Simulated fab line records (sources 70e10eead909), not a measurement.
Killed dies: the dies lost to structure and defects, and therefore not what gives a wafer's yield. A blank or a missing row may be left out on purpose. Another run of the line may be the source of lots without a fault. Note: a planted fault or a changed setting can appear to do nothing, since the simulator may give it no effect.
Chamber matching | flow nandHarc | pecvd-03 running NHARC_A_BONDPAD_DEP_00: 3 sister chambers
The step deposits SiCN, target thk 250 nm. 3 wafers are shown with their chamber, then 7 later ones without.

WAFERS PAIRED WITH THEIR CHAMBERS
wafer  | chamber | heaterPowerW (W)
L767.4 | 2       | 518
L774.3 | 1       | 483
L774.4 | 0       | 716

WAFERS WITH NO CHAMBER GIVEN
wafer  | heaterPowerW (W)
L774.5 | 466
L773.3 | 757
L773.5 | 756
L773.6 | 440
L782.1 | 514
L782.2 | 652
L782.3 | 559

WHICH CHAMBER EACH WENT THROUGH
wafer  | from the rows above     | in truth
L774.5 | can't be placed: 1 or 2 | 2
L773.3 | 0                       | 0
L773.5 | 0                       | 0
L773.6 | can't be placed: 1 or 2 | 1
L782.1 | can't be placed: 2 or 1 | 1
L782.2 | can't be placed: 0 or 2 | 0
L782.3 | can't be placed: 2 or 1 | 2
2 of 7 placed correctly. Not placeable from these rows: 5 (in 5, the candidates include the true chamber). Number placed wrongly: 0.
How it was worked out, from the rows above alone: a wafer's distance from a chamber is the root of the sum, over the readings, of the square of ((its reading less the chamber's mean) divided by the reading's scatter). The wafer belongs to the nearest chamber; if the next one is less than 2 further off, it can't be placed. The mean given for a chamber averages the wafers shown for that chamber. The scatter: with one shown wafer a chamber, the root of the mean of the squares of how far each hidden wafer lies from its nearest shown one.
